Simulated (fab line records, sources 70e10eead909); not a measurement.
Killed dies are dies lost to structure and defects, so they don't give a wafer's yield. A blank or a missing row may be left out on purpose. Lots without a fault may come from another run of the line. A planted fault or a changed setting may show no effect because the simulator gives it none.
Problem report in the 8D (eight disciplines) form, filled by code | flow nand_harc | the parts of the form that need people (team, actions taken, sign-off) are left out

1. THE PROBLEM
killed_at_array at NHARC_END_SORT_01 reads a mean of 670 on 2 wafers of 2 lots; wafers without a fault read 55 with a standard deviation of 17. That is +36 standard deviations from the usual mean.
First seen on wafer L662.1, day 28 19:31, on prober-02. The record holds 15 wafers of 5 lots with a number at this step. Rule for "out", or "out of limits": more than 4 standard deviations from the usual mean. The other wafers with a number count as sound.

2. WHAT IT IS AND WHAT IT IS NOT
question                    | is                           | is not
which readings at this step | killed_at_array, killed_dies | killed_at_other, killed_at_periphery, killed_open, killed_short
which lots                  | L662, L663                   | L668, L670, L671
which wafers of those lots  | L662.1, L663.4               | L662.3, L662.5, L663.1, L663.5
read on which gauges        | prober-02                    | prober-01
when                        | from day 28 19:31            | up to then (0 sound wafers); but 13 sound wafers of L662, L663, L668, L670, L671 came after

3. SUSPECTS, AND WHAT RULES EACH OUT
Counting: a tool at a process step up to the reading stays a suspect if it ran every lot that is out. Sound lots after the first of them don't rule it out here, since some wafers of a struck lot are sound.
- the gauge at NHARC_END_SORT_01: ruled out. All the wafers that are out were read on prober-02, but those of them that NHARC_A_STAIRCASE_ETCH_227 has rows for are out there too, on other tools.
- rie_diel-11 at NHARC_A_STAIRCASE_TRIM_196 (chemistry O2, time 211.2 s): kept. It ran every lot that is out, first L662 (day 20 10:10).
- rie_diel-11 at NHARC_A_STAIRCASE_ETCH_199 (etches the open film in C4F8/O2, target depth 100 nm, time 40.5 s): kept. It ran every lot that is out, first L662 (day 20 13:44). NHARC_A_STAIRCASE_ETCH_199 gives no start for some lots, so the hours and the order of its lots are those of NHARC_A_STAIRCASE_ETCH_227.
- rie_diel-13 at NHARC_A_STAIRCASE_ETCH_227 (etches the open film in C4F8/O2, target depth 100 nm, time 40.5 s): kept. It ran every lot that is out, first L662 (day 20 13:44). Its own readings are out on those wafers: oes_product_au, rf_fwd_power_W.
- Within rie_diel-13 at NHARC_A_STAIRCASE_ETCH_227: the wafers that are out ran in chamber 3; their sound lot-mates ran in chambers 0, 2.
Left after counting: rie_diel-11 at NHARC_A_STAIRCASE_TRIM_196, rie_diel-11 at NHARC_A_STAIRCASE_ETCH_199, rie_diel-13 at NHARC_A_STAIRCASE_ETCH_227.

4. THE CAUSE (what the simulator had put in)
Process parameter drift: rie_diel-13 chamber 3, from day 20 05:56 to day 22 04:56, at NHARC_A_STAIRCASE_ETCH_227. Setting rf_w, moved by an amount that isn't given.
Counting left 3 suspects, and this tool is among them.

5. THE CHAIN OF EFFECTS, in route order
Each row: a reading whose mean over the struck wafers that have a number lies more than 3 standard deviations from the usual. Only readings for which the record gives a usual standard deviation are gone through. hours: the time from each lot's start at the first step in this table that gives one to its start at this step, as a median over the lots. sigmas: the change in usual standard deviations.
hours | step                       | reading         | usual      | on struck wafers | change | sigmas
0     | NHARC_A_STAIRCASE_ETCH_227 | oes_product_au  | 0.944 a.u. | 0.716            | -0.228 | -15
0     | NHARC_A_STAIRCASE_ETCH_227 | rf_fwd_power_W  | 592.4 W    | 353.0            | -239.4 | -80
197   | NHARC_END_SORT_01          | killed_at_array | 55         | 670              | +615   | +36
197   | NHARC_END_SORT_01          | killed_dies     | 60         | 677              | +617   | +34
The process steps in it:
- NHARC_A_STAIRCASE_ETCH_227: etches the open film in C4F8/O2, target depth 100 nm, time 40.5 s.

6. WHAT WOULD HAVE CAUGHT IT SOONER
In this record the first reading out of limits at a measuring or inspecting step was taken at day 28 19:31, 206 hours after the fault began at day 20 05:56.
The tool's own readings at NHARC_A_STAIRCASE_ETCH_227 were out on every struck wafer that the step has a row for (oes_product_au, rf_fwd_power_W): an alarm limit on them would have fired on the first of those.
All the lots that are out (2) had begun NHARC_A_STAIRCASE_ETCH_227 on rie_diel-13 by day 28 19:31. A hold on the tool at that time would have spared none of them.
